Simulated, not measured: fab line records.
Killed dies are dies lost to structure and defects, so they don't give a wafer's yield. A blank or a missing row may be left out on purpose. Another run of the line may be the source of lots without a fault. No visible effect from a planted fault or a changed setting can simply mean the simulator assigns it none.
8D (eight disciplines) problem report, filled in by code -- flow n5 finfet -- the parts of the form that need people (team, actions taken, sign-off) are left out

## 1. WHAT WENT WRONG
killed_at_M0_to_M3 at N5_PASSIVATION_PROBE_49 reads a mean of 129 on 3 wafers of 1 lot; wafers without a fault read 34 with a standard deviation of 9.1. Measured from the usual mean, that is +10 standard deviations.
The first sign was on wafer L365.1 at day 15 21:11, on prober-02. Wafers with a number at this step in the record: 32, from 11 lots. Rule for "out" (also "out of limits"): further than 4 standard deviations from the usual mean. Any other wafer with a number is counted as sound.

## 2. WHAT THIS IS AND IS NOT
question,is,is not
which readings at this step,"killed_at_M0_to_M3, defect limited yield, killed dies, sort_bin_5_function, sort n pass","killed_at_M4_up, killed at contacts, killed at front end, killed at other, killed open, killed short, sort_bin_6_memory"
which lots,L365,"L355, L356, L357, L360, L361, L362, L363, L368, L370, L374"
which wafers of those lots,all that have a number,-
read on which tools,prober-02,prober-01
when,from day 15 21:11,"up to then (20 sound wafers); but 9 sound wafers of L368, L370, L374 came after"

## 3. THE SUSPECTS, EACH WITH WHAT RULES IT OUT
Counting: a tool stays on the suspect list if, at a process step up to the reading, it processed all lots that are out and no sound lot following the first of them.
- pecvd-04 at N5_BEOL_M0_SAQP_HM_DEP_111 (deposits SiO2 from SiH4/N2O, target thk 12 nm, time 7.2 s): kept. It ran the lot that is out, L365 (day 8 02:11), and no sound lot after that; its last sound lot up to then is L361 (day 6 23:26).
- rie diel-02 at N5_PASSIVATION_PASS_ETCH_74 (etches SiNx in CF4/O2, target depth 220 nm, time 110 s): kept. It ran the lot that is out, L365 (day 15 14:58), and no sound lot after that.
- rie diel-05 at N5_PASSIVATION_DESCUM_32 (chemistry O2, time 7.9 s): ruled out as a lasting fault. After its first lot that is out, L365 (day 15 16:25), sound lots L368, L374 ran on it.
- rie metal-03 at N5_PASSIVATION_AL_ETCH_33 (etches Al in Cl2/BCl3, stops on TaN, target depth 2800 nm, time 466.7 s): ruled out as a lasting fault. After its first lot that is out, L365 (day 15 16:30), sound lots L370 ran on it.
- prober-02 at N5_PASSIVATION_PROBE_49: ruled out as a lasting fault. After its first lot that is out, L365 (day 15 21:11), sound lots L370, L368 ran on it.
The count leaves rie diel-02 at N5_PASSIVATION_PASS_ETCH_74 and pecvd-04 at N5_BEOL_M0_SAQP_HM_DEP_111.

## 4. THE CAUSE (what the simulator had put in)
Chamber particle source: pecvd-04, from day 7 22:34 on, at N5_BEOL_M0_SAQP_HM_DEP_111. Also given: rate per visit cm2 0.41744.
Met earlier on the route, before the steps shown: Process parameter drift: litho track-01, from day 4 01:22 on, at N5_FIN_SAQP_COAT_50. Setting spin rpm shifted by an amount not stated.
After counting, 2 suspects remain, this tool included.

## 5. THE EFFECT CHAIN, in route order
Rows list readings where the struck wafers' mean (over those with a number) sits beyond 3 standard deviations from the usual. Readings are gone through only where the record gives a usual standard deviation; hours: the median, over the lots, of the time from a lot's start at the first step in this table giving one to that lot's start at this step; sigmas: the change measured in usual standard deviations.
hours,step,reading,usual,on struck wafers,change,sigmas
0,N5_PASSIVATION_PROBE_49,defect limited yield,91.3 %,83.8,-7.5,-5.8
0,N5_PASSIVATION_PROBE_49,killed_at_M0_to_M3,34,129,+95,+10
0,N5_PASSIVATION_PROBE_49,killed dies,102,191,+89,+5.6
0,N5_PASSIVATION_PROBE_49,sort_bin_5_function,5.2 %,11.1,+5.9,+6.6
0,N5_PASSIVATION_PROBE_49,sort n pass,1078,989,-89,-5.6
Its process steps:
- N5_PASSIVATION_PROBE_49

## 6. HOW IT WOULD HAVE BEEN CAUGHT EARLIER
First out-of-limits reading in this record: day 15 21:11, which is 191 hours after fault onset at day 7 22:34.
An alarm limit of 4 standard deviations would not have fired on the tool readings at N5_BEOL_M0_SAQP_HM_DEP_111 for which the record gives a usual standard deviation, since none of them was out on any struck wafer.
Lots out: 1; all had begun N5_BEOL_M0_SAQP_HM_DEP_111 on pecvd-04 by day 15 21:11. Tool hold at that time: it would have spared none of them.
